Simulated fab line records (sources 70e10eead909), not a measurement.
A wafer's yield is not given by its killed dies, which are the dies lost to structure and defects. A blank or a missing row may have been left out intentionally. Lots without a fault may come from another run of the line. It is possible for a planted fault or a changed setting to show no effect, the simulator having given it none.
fab line records / flow nandHarc
[record] lots = 12 wafers = 36 lastDay = 33
route steps=1302 shown A_BLC@1130 A_M0@1145 END@1302
lots untouched by any fault: they come from a run of this same line in which no faults occurred
startH: hours from the record's first day to the start of the lot's first wafer shown / waitH: hours from the lot's prior step to this one / " unchanged from the row above / L1.1+2: several wafers, shown together as one row / - either no value or no given start / * or withheld: withheld / < > ~ a bound
route shown NAME@n: NAME is a module with steps in the file, n the number in the route of the first one / usual: mean and standard deviation over wafers with no fault / same: alike in all rows / chamber/n: place in a boat / sites: per-site readings / _std_site: the standard deviation of these / _edge_site: inner sites' mean taken away from outer sites' mean / radiusMm: how far each site lies from the wafer's centre / mask NAME#n: copy n / behind: the last tool/chamber to shape the wafer / hold: what put the lot on hold/how long, in hours/how the hold closed / device: the transistor (n, p or np) that didn't switch / end of line: the tests these same wafers got at the end of their route / a step with no rows: only its recipe / killed: at the first sort, the dies lost to defects and structure; wafer yield is something else / map: a wafer's dies, x killed, . not, _ none there
set.NAME: the setting as run; set.NAME@STEP: as run at that earlier step / model.NAME: the simulator's own value behind a step, which no gauge read
steps of the route over a sample of lots; a table a step, a row a wafer
services: a tool's chamber out of use, with start hour (startH, from the record's first day; less than 0 if before it), hours out, and reason
[[steps]]
[step NHARC_A_BLC_PVD_32]
[recipe] targetThkA = 50 chamberPressurePa = 5 powerW = 5000 substrateTempC = 200 timeS = 17.7 material = Ti
[usual] throttleValvePct = 30.2/1.1
lot.wafer=L748.2 tool=pvdSputter-02 chamber=- startH=- waitH=- throttleValvePct=29.0
lot.wafer=L748.4 tool=pvdSputter-02 chamber=- startH=- waitH=- throttleValvePct=30.5
lot.wafer=L748.6 tool=pvdSputter-02 chamber=- startH=- waitH=- throttleValvePct=29.3
lot.wafer=L750.2 tool=pvdSputter-03 chamber=- startH=- waitH=- throttleValvePct=31.4
lot.wafer=L750.3 tool=pvdSputter-03 chamber=- startH=- waitH=- throttleValvePct=31.8
lot.wafer=L750.4 tool=pvdSputter-03 chamber=- startH=- waitH=- throttleValvePct=29.7
lot.wafer=L751.2 tool=pvdSputter-01 chamber=- startH=- waitH=- throttleValvePct=29.7
lot.wafer=L751.4 tool=pvdSputter-01 chamber=- startH=- waitH=- throttleValvePct=28.8
lot.wafer=L751.6 tool=pvdSputter-01 chamber=- startH=- waitH=- throttleValvePct=29.5
lot.wafer=L753.1 tool=pvdSputter-02 chamber=- startH=- waitH=- throttleValvePct=28.8
lot.wafer=L753.6 tool=pvdSputter-02 chamber=- startH=- waitH=- throttleValvePct=30.3
lot.wafer=L753.5 tool=pvdSputter-02 chamber=- startH=- waitH=- throttleValvePct=30.3
lot.wafer=L754.4 tool=pvdSputter-02 chamber=- startH=- waitH=- throttleValvePct=29.5
lot.wafer=L754.1 tool=pvdSputter-02 chamber=- startH=- waitH=- throttleValvePct=28.8
lot.wafer=L754.6 tool=pvdSputter-02 chamber=- startH=- waitH=- throttleValvePct=29.4
lot.wafer=L757.4 tool=pvdSputter-02 chamber=- startH=- waitH=- throttleValvePct=30.6
lot.wafer=L757.2 tool=pvdSputter-02 chamber=- startH=- waitH=- throttleValvePct=30.3
lot.wafer=L757.5 tool=pvdSputter-02 chamber=- startH=- waitH=- throttleValvePct=30.7
lot.wafer=L755.3 tool=pvdSputter-03 chamber=- startH=- waitH=- throttleValvePct=29.3
lot.wafer=L755.4 tool=pvdSputter-03 chamber=- startH=- waitH=- throttleValvePct=31.9
lot.wafer=L755.2 tool=pvdSputter-03 chamber=- startH=- waitH=- throttleValvePct=29.7
lot.wafer=L760.4 tool=pvdSputter-03 chamber=- startH=- waitH=- throttleValvePct=32.1
lot.wafer=L760.2 tool=pvdSputter-03 chamber=- startH=- waitH=- throttleValvePct=29.5
lot.wafer=L760.6 tool=pvdSputter-03 chamber=- startH=- waitH=- throttleValvePct=31.4
lot.wafer=L763.4 tool=pvdSputter-01 chamber=- startH=- waitH=- throttleValvePct=29.4
lot.wafer=L763.2 tool=pvdSputter-01 chamber=- startH=- waitH=- throttleValvePct=32.2
lot.wafer=L763.3 tool=pvdSputter-01 chamber=- startH=- waitH=- throttleValvePct=29.3
lot.wafer=L762.1 tool=pvdSputter-01 chamber=- startH=- waitH=- throttleValvePct=32.3
lot.wafer=L762.4 tool=pvdSputter-01 chamber=- startH=- waitH=- throttleValvePct=29.5
lot.wafer=L762.5 tool=pvdSputter-01 chamber=- startH=- waitH=- throttleValvePct=28.9
lot.wafer=L768.1 tool=pvdSputter-01 chamber=- startH=- waitH=- throttleValvePct=29.0
lot.wafer=L768.3 tool=pvdSputter-01 chamber=- startH=- waitH=- throttleValvePct=28.9
lot.wafer=L768.6 tool=pvdSputter-01 chamber=- startH=- waitH=- throttleValvePct=29.5
lot.wafer=L769.2 tool=pvdSputter-02 chamber=- startH=- waitH=- throttleValvePct=30.2
lot.wafer=L769.4 tool=pvdSputter-02 chamber=- startH=- waitH=- throttleValvePct=29.9
lot.wafer=L769.5 tool=pvdSputter-02 chamber=- startH=- waitH=- throttleValvePct=30.3
[step NHARC_A_BLC_CMP_25]
[recipe] tOverpolishS = 30 targetThkNm = 150
[usual] motorCurrentA = 12.0/1.4 overpolishRunS = 30.001/0.0082 timeToEndpointS = 29.4/2.8
lot.wafer=L748.2 tool=cmp-03 chamber=0 startH=537.15 waitH=0.5 motorCurrentA=11.0 overpolishRunS=29.998 timeToEndpointS=28.0
lot.wafer=L748.4 tool=cmp-03 chamber=2 startH=537.15 waitH=0.5 motorCurrentA=12.7 overpolishRunS=29.996 timeToEndpointS=27.7
lot.wafer=L748.6 tool=cmp-03 chamber=0 startH=537.15 waitH=0.5 motorCurrentA=10.5 overpolishRunS=29.997 timeToEndpointS=29.2
lot.wafer=L750.3 tool=cmp-01 chamber=2 startH=549.03 waitH=0.3 motorCurrentA=11.9 overpolishRunS=29.993 timeToEndpointS=33.0
lot.wafer=L750.2 tool=cmp-01 chamber=3 startH=549.03 waitH=0.3 motorCurrentA=11.6 overpolishRunS=30.002 timeToEndpointS=27.8
lot.wafer=L750.4 tool=cmp-01 chamber=1 startH=549.03 waitH=0.3 motorCurrentA=15.2 overpolishRunS=29.986 timeToEndpointS=34.7
lot.wafer=L751.4 tool=cmp-04 chamber=0 startH=563.15 waitH=0.3 motorCurrentA=12.3 overpolishRunS=30.009 timeToEndpointS=29.6
lot.wafer=L751.2 tool=cmp-04 chamber=2 startH=563.15 waitH=0.3 motorCurrentA=10.0 overpolishRunS=29.990 timeToEndpointS=26.7
lot.wafer=L751.6 tool=cmp-04 chamber=3 startH=563.15 waitH=0.3 motorCurrentA=12.3 overpolishRunS=29.998 timeToEndpointS=29.0
lot.wafer=L753.1 tool=cmp-01 chamber=2 startH=589.56 waitH=0.5 motorCurrentA=12.1 overpolishRunS=29.998 timeToEndpointS=30.7
lot.wafer=L753.5 tool=cmp-01 chamber=3 startH=589.56 waitH=0.5 motorCurrentA=11.5 overpolishRunS=29.994 timeToEndpointS=23.7
lot.wafer=L753.6 tool=cmp-01 chamber=0 startH=589.56 waitH=0.5 motorCurrentA=10.3 overpolishRunS=30.008 timeToEndpointS=30.6
lot.wafer=L754.1 tool=cmp-01 chamber=3 startH=592.92 waitH=0.5 motorCurrentA=11.5 overpolishRunS=30.006 timeToEndpointS=23.1
lot.wafer=L754.4 tool=cmp-01 chamber=0 startH=592.92 waitH=0.5 motorCurrentA=10.1 overpolishRunS=30.008 timeToEndpointS=25.7
lot.wafer=L754.6 tool=cmp-01 chamber=3 startH=592.92 waitH=0.5 motorCurrentA=11.3 overpolishRunS=29.997 timeToEndpointS=25.8
lot.wafer=L757.4 tool=cmp-01 chamber=0 startH=633.51 waitH=0.3 motorCurrentA=10.1 overpolishRunS=29.999 timeToEndpointS=28.2
lot.wafer=L757.2 tool=cmp-01 chamber=2 startH=633.51 waitH=0.3 motorCurrentA=12.2 overpolishRunS=30.003 timeToEndpointS=30.4
lot.wafer=L757.5 tool=cmp-01 chamber=1 startH=633.51 waitH=0.3 motorCurrentA=15.7 overpolishRunS=29.996 timeToEndpointS=28.1
lot.wafer=L755.4 tool=cmp-03 chamber=1 startH=637.33 waitH=0.3 motorCurrentA=14.2 overpolishRunS=30.006 timeToEndpointS=31.5
lot.wafer=L755.3 tool=cmp-03 chamber=2 startH=637.33 waitH=0.3 motorCurrentA=11.4 overpolishRunS=29.997 timeToEndpointS=28.1
lot.wafer=L755.2 tool=cmp-03 chamber=3 startH=637.33 waitH=0.3 motorCurrentA=11.2 overpolishRunS=29.998 timeToEndpointS=27.3
lot.wafer=L760.4 tool=cmp-01 chamber=0 startH=663.90 waitH=0.3 motorCurrentA=10.7 overpolishRunS=29.992 timeToEndpointS=28.2
lot.wafer=L760.2 tool=cmp-01 chamber=2 startH=663.90 waitH=0.3 motorCurrentA=12.2 overpolishRunS=29.999 timeToEndpointS=28.6
lot.wafer=L760.6 tool=cmp-01 chamber=0 startH=663.90 waitH=0.3 motorCurrentA=10.3 overpolishRunS=29.995 timeToEndpointS=28.7
lot.wafer=L763.2 tool=cmp-03 chamber=1 startH=677.90 waitH=0.4 motorCurrentA=13.8 overpolishRunS=29.989 timeToEndpointS=24.6
lot.wafer=L763.4 tool=cmp-03 chamber=3 startH=677.90 waitH=0.4 motorCurrentA=10.9 overpolishRunS=29.996 timeToEndpointS=29.6
lot.wafer=L763.3 tool=cmp-03 chamber=0 startH=677.90 waitH=0.4 motorCurrentA=10.3 overpolishRunS=30.003 timeToEndpointS=29.0
lot.wafer=L762.1 tool=cmp-03 chamber=0 startH=679.26 waitH=0.4 motorCurrentA=10.7 overpolishRunS=30.009 timeToEndpointS=30.9
lot.wafer=L762.4 tool=cmp-03 chamber=1 startH=679.26 waitH=0.4 motorCurrentA=13.9 overpolishRunS=30.004 timeToEndpointS=29.3
lot.wafer=L762.5 tool=cmp-03 chamber=3 startH=679.26 waitH=0.4 motorCurrentA=11.7 overpolishRunS=30.011 timeToEndpointS=29.3
lot.wafer=L768.3 tool=cmp-03 chamber=2 startH=735.05 waitH=0.2 motorCurrentA=11.9 overpolishRunS=29.999 timeToEndpointS=26.7
lot.wafer=L768.1 tool=cmp-03 chamber=0 startH=735.05 waitH=0.2 motorCurrentA=11.2 overpolishRunS=30.003 timeToEndpointS=29.2
lot.wafer=L768.6 tool=cmp-03 chamber=2 startH=735.05 waitH=0.2 motorCurrentA=12.6 overpolishRunS=29.976 timeToEndpointS=28.4
lot.wafer=L769.4 tool=cmp-04 chamber=3 startH=745.29 waitH=0.3 motorCurrentA=12.1 overpolishRunS=29.987 timeToEndpointS=32.9
lot.wafer=L769.2 tool=cmp-04 chamber=1 startH=745.29 waitH=0.3 motorCurrentA=11.6 overpolishRunS=29.999 timeToEndpointS=36.2
lot.wafer=L769.5 tool=cmp-04 chamber=2 startH=745.29 waitH=0.3 motorCurrentA=10.3 overpolishRunS=29.999 timeToEndpointS=33.0
[step NHARC_A_M0_PEB_07]
[recipe] pebTempC = 100 pebTimeS = 65
[usual] heaterPowerTotalW = 156.6/0.41 plateTempC = 100.00/0.11
[same] pebTimeS = 65
lot.wafer=L748.2 tool=lithoTrack-06 chamber=0 startH=538.35 waitH=0.1 heaterPowerTotalW=157.1 plateTempC=99.88
lot.wafer=L748.4 tool=lithoTrack-06 chamber=0 startH=538.35 waitH=0.1 heaterPowerTotalW=156.9 plateTempC=100.03
lot.wafer=L748.6 tool=lithoTrack-06 chamber=0 startH=538.35 waitH=0.1 heaterPowerTotalW=156.7 plateTempC=99.93
lot.wafer=L750.2 tool=lithoTrack-06 chamber=0 startH=550.26 waitH=0.1 heaterPowerTotalW=156.7 plateTempC=99.77
lot.wafer=L750.3 tool=lithoTrack-06 chamber=0 startH=550.26 waitH=0.1 heaterPowerTotalW=156.8 plateTempC=99.95
lot.wafer=L750.4 tool=lithoTrack-06 chamber=0 startH=550.26 waitH=0.1 heaterPowerTotalW=156.7 plateTempC=100.10
lot.wafer=L751.2 tool=lithoTrack-01 chamber=0 startH=564.35 waitH=0.1 heaterPowerTotalW=156.0 plateTempC=100.21
lot.wafer=L751.4 tool=lithoTrack-01 chamber=0 startH=564.35 waitH=0.1 heaterPowerTotalW=156.6 plateTempC=99.96
lot.wafer=L751.6 tool=lithoTrack-01 chamber=0 startH=564.35 waitH=0.1 heaterPowerTotalW=157.0 plateTempC=99.80
lot.wafer=L753.1 tool=lithoTrack-01 chamber=0 startH=590.58 waitH=0.1 heaterPowerTotalW=156.7 plateTempC=100.09
lot.wafer=L753.5 tool=lithoTrack-01 chamber=0 startH=590.58 waitH=0.1 heaterPowerTotalW=156.1 plateTempC=99.92
lot.wafer=L753.6 tool=lithoTrack-01 chamber=0 startH=590.58 waitH=0.1 heaterPowerTotalW=156.7 plateTempC=100.08
lot.wafer=L754.1 tool=lithoTrack-04 chamber=0 startH=594.12 waitH=0.1 heaterPowerTotalW=156.9 plateTempC=99.71
lot.wafer=L754.4 tool=lithoTrack-04 chamber=0 startH=594.12 waitH=0.1 heaterPowerTotalW=157.2 plateTempC=100.13
lot.wafer=L754.6 tool=lithoTrack-04 chamber=0 startH=594.12 waitH=0.1 heaterPowerTotalW=156.8 plateTempC=99.99
lot.wafer=L757.2 tool=lithoTrack-04 chamber=0 startH=634.61 waitH=0.1 heaterPowerTotalW=157.1 plateTempC=99.94
lot.wafer=L757.4 tool=lithoTrack-04 chamber=0 startH=634.61 waitH=0.1 heaterPowerTotalW=156.3 plateTempC=99.99
lot.wafer=L757.5 tool=lithoTrack-04 chamber=0 startH=634.61 waitH=0.1 heaterPowerTotalW=157.2 plateTempC=99.91
lot.wafer=L755.2 tool=lithoTrack-01 chamber=0 startH=638.57 waitH=0.1 heaterPowerTotalW=156.9 plateTempC=100.02
lot.wafer=L755.3 tool=lithoTrack-01 chamber=0 startH=638.57 waitH=0.1 heaterPowerTotalW=156.1 plateTempC=99.95
lot.wafer=L755.4 tool=lithoTrack-01 chamber=0 startH=638.57 waitH=0.1 heaterPowerTotalW=156.5 plateTempC=99.93
lot.wafer=L760.2 tool=lithoTrack-06 chamber=0 startH=665.09 waitH=0.1 heaterPowerTotalW=188.9 plateTempC=114.86
lot.wafer=L760.4 tool=lithoTrack-06 chamber=0 startH=665.09 waitH=0.1 heaterPowerTotalW=189.1 plateTempC=114.90
lot.wafer=L760.6 tool=lithoTrack-06 chamber=0 startH=665.09 waitH=0.1 heaterPowerTotalW=188.7 plateTempC=114.84
lot.wafer=L763.2 tool=lithoTrack-04 chamber=0 startH=679.13 waitH=0.1 heaterPowerTotalW=156.7 plateTempC=100.18
lot.wafer=L763.3 tool=lithoTrack-04 chamber=0 startH=679.13 waitH=0.1 heaterPowerTotalW=156.8 plateTempC=100.06
lot.wafer=L763.4 tool=lithoTrack-04 chamber=0 startH=679.13 waitH=0.1 heaterPowerTotalW=155.9 plateTempC=100.13
lot.wafer=L762.1 tool=lithoTrack-04 chamber=0 startH=680.31 waitH=0.1 heaterPowerTotalW=156.3 plateTempC=99.96
lot.wafer=L762.4 tool=lithoTrack-04 chamber=0 startH=680.31 waitH=0.1 heaterPowerTotalW=156.2 plateTempC=99.97
lot.wafer=L762.5 tool=lithoTrack-04 chamber=0 startH=680.31 waitH=0.1 heaterPowerTotalW=156.1 plateTempC=99.91
lot.wafer=L768.1 tool=lithoTrack-01 chamber=0 startH=736.27 waitH=0.1 heaterPowerTotalW=155.9 plateTempC=100.03
lot.wafer=L768.3 tool=lithoTrack-01 chamber=0 startH=736.27 waitH=0.1 heaterPowerTotalW=156.5 plateTempC=99.92
lot.wafer=L768.6 tool=lithoTrack-01 chamber=0 startH=736.27 waitH=0.1 heaterPowerTotalW=156.1 plateTempC=100.05
lot.wafer=L769.2 tool=lithoTrack-01 chamber=0 startH=746.49 waitH=0.1 heaterPowerTotalW=157.2 plateTempC=100.09
lot.wafer=L769.4 tool=lithoTrack-01 chamber=0 startH=746.49 waitH=0.1 heaterPowerTotalW=156.8 plateTempC=100.19
lot.wafer=L769.5 tool=lithoTrack-01 chamber=0 startH=746.49 waitH=0.1 heaterPowerTotalW=156.2 plateTempC=100.22
[step NHARC_A_M0_CD_MEAS_09]
[recipe] targetCdNm = 80 landingEnergyEv = 500
[usual] cdNm = 80.0/0.57
lot.wafer=L748.2 tool=cdSem-02 chamber=0 startH=538.43 waitH=- cdNm=80.0
lot.wafer=L748.4 tool=cdSem-02 chamber=0 startH=538.43 waitH=- cdNm=80.2
lot.wafer=L748.6 tool=cdSem-02 chamber=0 startH=538.43 waitH=- cdNm=79.6
lot.wafer=L750.2 tool=cdSem-03 chamber=0 startH=550.35 waitH=- cdNm=81.3
lot.wafer=L750.3 tool=cdSem-03 chamber=0 startH=550.35 waitH=- cdNm=80.1
lot.wafer=L750.4 tool=cdSem-03 chamber=0 startH=550.35 waitH=- cdNm=80.9
lot.wafer=L751.2 tool=cdSem-01 chamber=0 startH=564.44 waitH=- cdNm=80.1
lot.wafer=L751.4 tool=cdSem-01 chamber=0 startH=564.44 waitH=- cdNm=79.8
lot.wafer=L751.6 tool=cdSem-01 chamber=0 startH=564.44 waitH=- cdNm=79.4
lot.wafer=L753.1 tool=cdSem-02 chamber=0 startH=590.66 waitH=- cdNm=79.5
lot.wafer=L753.5 tool=cdSem-02 chamber=0 startH=590.66 waitH=- cdNm=79.5
lot.wafer=L753.6 tool=cdSem-02 chamber=0 startH=590.66 waitH=- cdNm=80.3
lot.wafer=L754.1 tool=cdSem-03 chamber=0 startH=594.19 waitH=- cdNm=79.8
lot.wafer=L754.4 tool=cdSem-03 chamber=0 startH=594.19 waitH=- cdNm=79.3
lot.wafer=L754.6 tool=cdSem-03 chamber=0 startH=594.19 waitH=- cdNm=79.7
lot.wafer=L757.2 tool=cdSem-02 chamber=0 startH=634.69 waitH=- cdNm=79.7
lot.wafer=L757.4 tool=cdSem-02 chamber=0 startH=634.69 waitH=- cdNm=80.3
lot.wafer=L757.5 tool=cdSem-02 chamber=0 startH=634.69 waitH=- cdNm=79.6
lot.wafer=L755.2 tool=cdSem-02 chamber=0 startH=638.65 waitH=- cdNm=79.7
lot.wafer=L755.3 tool=cdSem-02 chamber=0 startH=638.65 waitH=- cdNm=79.8
lot.wafer=L755.4 tool=cdSem-02 chamber=0 startH=638.65 waitH=- cdNm=79.8
lot.wafer=L760.2 tool=cdSem-02 chamber=0 startH=665.17 waitH=- cdNm=121.9
lot.wafer=L760.4 tool=cdSem-02 chamber=0 startH=665.17 waitH=- cdNm=121.1
lot.wafer=L760.6 tool=cdSem-02 chamber=0 startH=665.17 waitH=- cdNm=120.3
lot.wafer=L763.2 tool=cdSem-03 chamber=0 startH=679.21 waitH=- cdNm=80.2
lot.wafer=L763.3 tool=cdSem-03 chamber=0 startH=679.21 waitH=- cdNm=79.7
lot.wafer=L763.4 tool=cdSem-03 chamber=0 startH=679.21 waitH=- cdNm=79.9
lot.wafer=L762.1 tool=cdSem-03 chamber=0 startH=680.39 waitH=- cdNm=79.4
lot.wafer=L762.4 tool=cdSem-03 chamber=0 startH=680.39 waitH=- cdNm=80.1
lot.wafer=L762.5 tool=cdSem-03 chamber=0 startH=680.39 waitH=- cdNm=79.7
lot.wafer=L768.1 tool=cdSem-03 chamber=0 startH=736.35 waitH=- cdNm=79.7
lot.wafer=L768.3 tool=cdSem-03 chamber=0 startH=736.35 waitH=- cdNm=80.0
lot.wafer=L768.6 tool=cdSem-03 chamber=0 startH=736.35 waitH=- cdNm=80.2
lot.wafer=L769.2 tool=cdSem-01 chamber=0 startH=746.57 waitH=- cdNm=79.8
lot.wafer=L769.4 tool=cdSem-01 chamber=0 startH=746.57 waitH=- cdNm=79.8
lot.wafer=L769.5 tool=cdSem-01 chamber=0 startH=746.57 waitH=- cdNm=80.2
[step NHARC_A_M0_OVL_MEAS_10]
[recipe] pitchNm = 160
[usual] overlayXNm = 0.1/0.87 overlayYNm = -0.1/0.91
lot.wafer=L748.2 tool=overlay-01 chamber=- startH=538.52 waitH=- overlayXNm=0.1 overlayYNm=1.2
lot.wafer=L748.4 tool=overlay-01 chamber=- startH=538.52 waitH=- overlayXNm=-0.5 overlayYNm=1.4
lot.wafer=L748.6 tool=overlay-01 chamber=- startH=538.52 waitH=- overlayXNm=-0.5 overlayYNm=1.8
lot.wafer=L750.2 tool=overlay-01 chamber=- startH=550.43 waitH=- overlayXNm=1.7 overlayYNm=-0.8
lot.wafer=L750.3 tool=overlay-01 chamber=- startH=550.43 waitH=- overlayXNm=1.7 overlayYNm=-0.9
lot.wafer=L750.4 tool=overlay-01 chamber=- startH=550.43 waitH=- overlayXNm=1.3 overlayYNm=0.0
lot.wafer=L751.2 tool=overlay-02 chamber=- startH=564.52 waitH=- overlayXNm=-1.2 overlayYNm=-0.4
lot.wafer=L751.4 tool=overlay-02 chamber=- startH=564.52 waitH=- overlayXNm=-0.8 overlayYNm=-0.9
lot.wafer=L751.6 tool=overlay-02 chamber=- startH=564.52 waitH=- overlayXNm=-0.9 overlayYNm=-0.2
lot.wafer=L753.1 tool=overlay-02 chamber=- startH=590.75 waitH=- overlayXNm=-0.5 overlayYNm=0.8
lot.wafer=L753.5 tool=overlay-02 chamber=- startH=590.75 waitH=- overlayXNm=-0.4 overlayYNm=0.6
lot.wafer=L753.6 tool=overlay-02 chamber=- startH=590.75 waitH=- overlayXNm=-0.1 overlayYNm=0.7
lot.wafer=L754.1 tool=overlay-01 chamber=- startH=594.28 waitH=- overlayXNm=-0.2 overlayYNm=-0.9
lot.wafer=L754.4 tool=overlay-01 chamber=- startH=594.28 waitH=- overlayXNm=0.1 overlayYNm=-0.9
lot.wafer=L754.6 tool=overlay-01 chamber=- startH=594.28 waitH=- overlayXNm=-0.1 overlayYNm=-0.2
lot.wafer=L757.2 tool=overlay-02 chamber=- startH=634.77 waitH=- overlayXNm=0.0 overlayYNm=-0.8
lot.wafer=L757.4 tool=overlay-02 chamber=- startH=634.77 waitH=- overlayXNm=0.1 overlayYNm=-0.6
lot.wafer=L757.5 tool=overlay-02 chamber=- startH=634.77 waitH=- overlayXNm=-0.2 overlayYNm=-0.6
lot.wafer=L755.2 tool=overlay-02 chamber=- startH=638.73 waitH=- overlayXNm=0.6 overlayYNm=1.0
lot.wafer=L755.3 tool=overlay-02 chamber=- startH=638.73 waitH=- overlayXNm=1.3 overlayYNm=0.8
lot.wafer=L755.4 tool=overlay-02 chamber=- startH=638.73 waitH=- overlayXNm=1.0 overlayYNm=0.9
lot.wafer=L760.2 tool=overlay-02 chamber=- startH=665.26 waitH=- overlayXNm=0.0 overlayYNm=-2.3
lot.wafer=L760.4 tool=overlay-02 chamber=- startH=665.26 waitH=- overlayXNm=0.5 overlayYNm=-2.1
lot.wafer=L760.6 tool=overlay-02 chamber=- startH=665.26 waitH=- overlayXNm=0.6 overlayYNm=-2.3
lot.wafer=L763.2 tool=overlay-01 chamber=- startH=679.29 waitH=- overlayXNm=-1.1 overlayYNm=-1.0
lot.wafer=L763.3 tool=overlay-01 chamber=- startH=679.29 waitH=- overlayXNm=-0.8 overlayYNm=-0.8
lot.wafer=L763.4 tool=overlay-01 chamber=- startH=679.29 waitH=- overlayXNm=-1.3 overlayYNm=-0.5
lot.wafer=L762.1 tool=overlay-02 chamber=- startH=680.48 waitH=- overlayXNm=-0.4 overlayYNm=1.9
lot.wafer=L762.4 tool=overlay-02 chamber=- startH=680.48 waitH=- overlayXNm=-0.4 overlayYNm=1.1
lot.wafer=L762.5 tool=overlay-02 chamber=- startH=680.48 waitH=- overlayXNm=0.0 overlayYNm=1.7
lot.wafer=L768.1 tool=overlay-02 chamber=- startH=736.44 waitH=- overlayXNm=0.2 overlayYNm=0.5
lot.wafer=L768.3 tool=overlay-02 chamber=- startH=736.44 waitH=- overlayXNm=0.1 overlayYNm=0.7
lot.wafer=L768.6 tool=overlay-02 chamber=- startH=736.44 waitH=- overlayXNm=0.4 overlayYNm=0.0
lot.wafer=L769.2 tool=overlay-02 chamber=- startH=746.66 waitH=- overlayXNm=-1.0 overlayYNm=0.4
lot.wafer=L769.4 tool=overlay-02 chamber=- startH=746.66 waitH=- overlayXNm=-1.3 overlayYNm=0.5
lot.wafer=L769.5 tool=overlay-02 chamber=- startH=746.66 waitH=- overlayXNm=-1.4 overlayYNm=0.5
[step NHARC_END_SORT_01]
[recipe] tempC = 25
[usual] defectLimitedYield = 91/3 killedAtArray = 55/20 killedAtOther = 1.2/1.3 killedAtPeriphery = 4.0/3 killedDies = 60/21 killedOpen = 3.2/1.9 killedShort = 2.5/1.6
[same] grossDies = 677
lot.wafer=L757.2 tool=prober-02 chamber=0 startH=674.48 waitH=2.8 defectLimitedYield[%]=89 killedAtArray=72 killedAtOther=3 killedAtPeriphery=1 killedDies=76 killedOpen=0 killedShort=0
lot.wafer=L760.2 tool=prober-01 chamber=0 startH=702.32 waitH=2.8 defectLimitedYield[%]=0 killedAtArray=670 killedAtOther=1 killedAtPeriphery=6 killedDies=677 killedOpen=6 killedShort=2
lot.wafer=L760.4 tool=prober-01 chamber=0 startH=703.93 waitH=3.4 defectLimitedYield[%]=0 killedAtArray=671 killedAtOther=1 killedAtPeriphery=5 killedDies=677 killedOpen=6 killedShort=3
lot.wafer=L760.6 tool=prober-01 chamber=0 startH=705.54 waitH=4.0 defectLimitedYield[%]=0 killedAtArray=675 killedAtOther=0 killedAtPeriphery=2 killedDies=677 killedOpen=2 killedShort=4
// killed by level:class
L757.2 A_CHANNEL_HOLE_D1:chamberFilmFlake=38 A_CHANNEL_HOLE_D2:chamberFilmFlake=23 A_CHANNEL_FILL_D2:chamberFilmFlake=3 THIN_TSV:chamberFilmFlake=3 A_STAIRCASE:chamberFilmFlake=2 A_CONTACT:chamberFilmFlake=2 P_STI:chamberFilmFlake=1 A_CHANNEL_FILL_D1:chamberFilmFlake=1
L760.2 A_M0:areaPeb=632 A_CHANNEL_HOLE_D2:chamberFilmFlake=17 A_CHANNEL_HOLE_D1:chamberFilmFlake=9 A_SLIT:chamberFilmFlake=3 A_CHANNEL_FILL_D2:chamberFilmFlake=2 A_STAIRCASE:chamberFilmFlake=2 P_CONTACT:geometricParticle:open=1 P_CONTACT:geometricParticle:short=1
L760.4 A_M0:areaPeb=621 A_CHANNEL_HOLE_D2:chamberFilmFlake=15 A_CHANNEL_HOLE_D1:chamberFilmFlake=9 A_CONTACT:chamberFilmFlake=7 A_SLIT:chamberFilmFlake=6 A_DECK1_JOINT:geometricParticle:open=2 P_GATE:chamberFilmFlake=2 A_CHANNEL_FILL_D2:chamberFilmFlake=2
L760.6 A_M0:areaPeb=628 A_CHANNEL_HOLE_D2:chamberFilmFlake=18 A_CONTACT:chamberFilmFlake=8 A_CHANNEL_HOLE_D1:chamberFilmFlake=7 A_STAIRCASE:chamberFilmFlake=5 A_SLIT:chamberFilmFlake=3 P_CONTACT:geometricParticle:open=1 P_M0:geometricParticle:short=1
[[services]]
tool=pvdSputter-03 chamber=- startH=526.02 hours=10.0 kind=pm
tool=lithoTrack-06 chamber=- startH=529.00 hours=7.0 kind=pm
tool=pvdSputter-01 chamber=- startH=547.17 hours=1.3 kind=repair
tool=lithoTrack-04 chamber=- startH=553.00 hours=7.0 kind=pm
tool=cmp-03 chamber=- startH=554.00 hours=4.0 kind=pm
tool=pvdSputter-01 chamber=- startH=554.22 hours=0.9 kind=repair
tool=pvdSputter-03 chamber=- startH=576.19 hours=3.6 kind=repair
tool=cmp-01 chamber=- startH=577.50 hours=4.0 kind=pm
tool=pvdSputter-01 chamber=- startH=582.05 hours=10.0 kind=pm
tool=cmp-03 chamber=- startH=601.53 hours=9.6 kind=repair
tool=cmp-01 chamber=- startH=608.82 hours=0.7 kind=repair
tool=cmp-03 chamber=- startH=616.07 hours=0.8 kind=repair
tool=pvdSputter-01 chamber=- startH=625.34 hours=4.8 kind=repair
tool=pvdSputter-02 chamber=- startH=638.00 hours=10.0 kind=pm
tool=cmp-03 chamber=- startH=652.04 hours=4.0 kind=pm
tool=pvdSputter-01 chamber=- startH=660.35 hours=4.0 kind=repair
tool=cmp-01 chamber=- startH=665.16 hours=2.1 kind=repair
tool=cmp-01 chamber=- startH=675.50 hours=4.0 kind=pm
tool=lithoTrack-01 chamber=- startH=680.00 hours=7.0 kind=pm
tool=cmp-03 chamber=- startH=685.87 hours=2.1 kind=repair
tool=lithoTrack-06 chamber=- startH=704.00 hours=7.0 kind=pm
tool=pvdSputter-03 chamber=- startH=704.02 hours=10.0 kind=pm
tool=cmp-03 chamber=- startH=706.79 hours=4.4 kind=repair
tool=lithoTrack-04 chamber=- startH=728.00 hours=7.0 kind=pm
[[key]]
[firstSign] step = NHARC_A_M0_PEB_07 reading = plateTempC direction = up sigmas = 99+ usual = * struck = *
[effect] step = NHARC_A_M0_PEB_07 reading = heaterPowerTotalW direction = up sigmas = 79 usual = * struck = *
[effect] step = NHARC_A_M0_CD_MEAS_09 reading = cdNm direction = up sigmas = 72 usual = 80.0 struck = 121.1
[effect] step = NHARC_END_SORT_01 reading = killedAtArray direction = up sigmas = 30 usual = 55 struck = 672
[moreKillsBornAt] NHARC_A_M0_PEB_07@lithoTrack-06 = 1881
metAt NHARC_A_M0_PEB_07
struckLots L760
laterRowsLeftOut L760.2,L760.4,L760.6
notActingAt NHARC_A_BLC_PVD_32,NHARC_A_BLC_CMP_25,NHARC_A_M0_OVL_MEAS_10
onsetBetween 550.26 665.09
[fault] kind = processParameterDrift tool = lithoTrack-06 chamber = - onsetH = 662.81 steps = NHARC_A_M0_PEB_07 channel = pebTempC offset = * shape = step actsIn = * stated = *
// laterRowsLeftOut: the simulator's readings of these wafers behind a module that went badly wrong aren't trusted and aren't shown, but for the sort
